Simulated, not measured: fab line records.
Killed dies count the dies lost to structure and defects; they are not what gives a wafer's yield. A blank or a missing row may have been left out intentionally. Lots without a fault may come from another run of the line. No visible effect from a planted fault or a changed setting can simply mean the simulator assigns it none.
Chamber matching | flow n5Finfet | 4 sister chambers for N5_FIN_SAQP_HM_OPEN_33 on rieDiel-02
The step chemistry CH3F/O2, target SiNx, target depth 49.4 nm, time 70.6 s. 4 wafers are shown with their chamber, then 9 later ones without.

WAFERS, EACH WITH ITS CHAMBER
wafer  | chamber | drypumpMotorCurrentA (A)
L078.6 | 2       | 5.0
L087.3 | 3       | 4.9
L087.5 | 0       | 5.6
L087.6 | 1       | 5.3

WAFERS WITHOUT THEIR CHAMBER
wafer  | drypumpMotorCurrentA (A)
L092.1 | 5.6
L092.3 | 5.0
L092.6 | 4.9
L094.1 | 5.0
L094.2 | 4.9
L094.3 | 5.4
L096.1 | 4.9
L096.3 | 5.0
L096.5 | 5.4

WHICH CHAMBER EACH WENT THROUGH
wafer  | from the rows above | in truth
L092.1 | 0                   | 0
L092.3 | 2                   | 2
L092.6 | 3                   | 3
L094.1 | 2                   | 2
L094.2 | 3                   | 3
L094.3 | 1                   | 1
L096.1 | 3                   | 3
L096.3 | 2                   | 2
L096.5 | 1                   | 1
Correct placement for 9 of the 9. Not placeable from these rows: 0. Number placed wrongly: 0.
How it was worked out, from the rows above alone: a wafer's distance from a chamber is the root of the sum, over the readings, of the square of ((its reading less the chamber's mean) divided by the reading's scatter). The wafer belongs to the nearest chamber; if the next one is less than 2 further off, it can't be placed. A chamber's mean is the mean of its shown wafers. The scatter: root of mean squared gap, hidden wafer to nearest shown wafer, with one shown wafer a chamber.
